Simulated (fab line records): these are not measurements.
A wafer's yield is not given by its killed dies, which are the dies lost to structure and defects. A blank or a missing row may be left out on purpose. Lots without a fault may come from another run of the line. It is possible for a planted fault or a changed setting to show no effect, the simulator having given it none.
Lot-split experiment	flow n5-finfet	39 wafers read from 7 lots, route of 1938 steps

ABOUT THE SPLIT
At N5_BEOL_M1_HM_DEP_02 (deposits TiN, target thk 20 nm), the setting target-thk-a was moved away from the recipe's 200 angstrom on 15 of the 39 wafers read, by +33.8% to +54.5%. All remaining wafers had this setting at the recipe value.

FROM THE SPLIT TO THE READING: what the file shows between them, 8 steps
- N5_BEOL_M1_COAT_61: time 60 s, resist thk 60 nm
- N5_BEOL_M1_COAT_62: time 60 s, resist thk 12 nm
- N5_BEOL_M1_STRIP_75: strips in N2/H2
- N5_BEOL_M1_STRIP_66: strips in CF4
- N5_BEOL_M1_HM_OPEN_17: chemistry Cl2/BCl3, target TiN, target depth 20 nm, overetch 6 nm
- N5_BEOL_M1_STRIP_19: strips in O2
- N5_BEOL_M1_ETCH_41: etches SiCN in CH3F/O2, target depth 31.9 nm, time 57.8 s
- N5_BEOL_M1_STRIP_97: strips in N2/H2, time 10 s

THE READING
trench-depth-nm, in nm, at N5_BEOL_M1_OCD_MEAS_38. Typical for fault-free wafers on this fab line: 55.1 nm, with standard deviation 1.2 nm.

wafer	tool, chamber at the split	target-thk-a as run, angstrom	against the recipe	trench-depth-nm, nm	against lot-mates on the recipe
L078.1	pvd-sputter-01, -	309	+54.5%	6.5	-50.2
L078.2	pvd-sputter-01, -	200	recipe	56.7	-
L078.3	pvd-sputter-01, -	200	recipe	57.5	-
L078.4	pvd-sputter-01, -	200	recipe	56.0	-
L078.5	pvd-sputter-01, -	309	+54.5%	4.7	-52.0
L078.6	pvd-sputter-01, -	309	+54.5%	3.8	-52.9
L079.1	pvd-sputter-02, -	303.8	+51.9%	8.9	-45.7
L079.2	pvd-sputter-02, -	200	recipe	54.2	-
L079.3	pvd-sputter-02, -	303.8	+51.9%	6.1	-48.5
L079.4	pvd-sputter-02, -	200	recipe	55.3	-
L079.5	pvd-sputter-02, -	200	recipe	54.4	-
L079.6	pvd-sputter-02, -	303.8	+51.9%	11.1	-43.5
L082.1	pvd-sputter-01, -	200	recipe	54.1	-
L082.4	pvd-sputter-01, -	200	recipe	55.9	-
L082.6	pvd-sputter-01, -	200	recipe	55.9	-
L086.1	pvd-sputter-02, -	290.7	+45.4%	41.2	-14.3
L086.2	pvd-sputter-02, -	290.7	+45.4%	39.1	-16.4
L086.3	pvd-sputter-02, -	200	recipe	56.5	-
L086.4	pvd-sputter-02, -	200	recipe	53.0	-
L086.5	pvd-sputter-02, -	290.7	+45.4%	27.8	-27.7
L086.6	pvd-sputter-02, -	200	recipe	56.9	-
L090.1	pvd-sputter-03, -	200	recipe	56.2	-
L090.2	pvd-sputter-03, -	200	recipe	56.6	-
L090.3	pvd-sputter-03, -	200	recipe	57.1	-
L090.4	pvd-sputter-03, -	200	recipe	55.4	-
L090.5	pvd-sputter-03, -	200	recipe	55.8	-
L090.6	pvd-sputter-03, -	200	recipe	57.0	-
L093.1	pvd-sputter-02, -	271.2	+35.6%	37.5	-19.0
L093.2	pvd-sputter-02, -	200	recipe	57.1	-
L093.3	pvd-sputter-02, -	271.2	+35.6%	36.9	-19.6
L093.4	pvd-sputter-02, -	200	recipe	55.8	-
L093.5	pvd-sputter-02, -	200	recipe	56.7	-
L093.6	pvd-sputter-02, -	271.2	+35.6%	29.8	-26.7
L097.1	pvd-sputter-03, -	200	recipe	55.6	-
L097.2	pvd-sputter-03, -	200	recipe	55.9	-
L097.3	pvd-sputter-03, -	267.6	+33.8%	53.1	-2.7
L097.4	pvd-sputter-03, -	267.6	+33.8%	44.5	-11.3
L097.5	pvd-sputter-03, -	267.6	+33.8%	54.8	-1.0
L097.6	pvd-sputter-03, -	200	recipe	55.8	-

FIT RESULTS
A straight line over all 39 wafers: trench-depth-nm changes by -0.722 nm for each +1% of target-thk-a; r = -0.89; the points scatter about the line by 8.3 nm.
The same after taking each lot's own level away (the mean of its wafers on the recipe; 39 wafers): -0.719 nm for each +1%; r = -0.89; scatter 8.3 nm.
On that fit, the largest move of target-thk-a shifts the reading by 39 nm.
Measured against the standard deviation above, the lots' own levels, which go from 54.63 to 56.73 nm, span 1.7 times it.
So the lot-to-lot level changes the slope little: the two slopes agree.
Check: with one of the wafers moved furthest among these (+54.5%) left out of the fit, the line predicts -36.7 nm for it against its lot-mates. It came out at -50.2 nm against them.

THE OTHER SPLITS THESE WAFERS WENT THROUGH
These wafers also went through other splits before the reading. Each is held against what the fit with the lots' levels taken away leaves over:
other split on the same wafers	wafers away from the commonest value	r with trench-depth-nm (lot level and that fit taken away)
N5_ZERO_LAYER_DEVELOP_10 develop-time-s	12	+0.04
N5_DUMMY_GATE_ALD_02 target-thk-a	15	-0.23
N5_HKMG_FIN_HK_ALD_01 ald-cycles	12	-0.04
N5_MOL_CONTACT_COAG_ALD_123 ald-cycles	18	+0.07

THE WHOLE CHAIN: every reading that the file lists as answering this split, in the file's order
step	what it does	reading	change (the file's fit)	r (the file's)
N5_BEOL_M1_HM_DEP_02	deposits TiN, target thk 20 nm	TiN_of_BEOL_M1_HM_DEP_02.thk-nm (the simulator's own value, which no gauge read)	+0.199 nm for each +1% of the setting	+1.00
N5_BEOL_M1_HM_OPEN_17	chemistry Cl2/BCl3, target TiN, target depth 20 nm, overetch 6 nm	etch.depth-nm (the simulator's own value, which no gauge read)	+0.142 nm for each +1% of the setting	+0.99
N5_BEOL_M1_OCD_MEAS_38		trench-depth-nm	-0.693 nm for each +1% of the setting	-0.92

THE FILE'S OWN FIT
trench-depth-nm changes by -0.693 nm for each +1% of target-thk-a, r = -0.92.
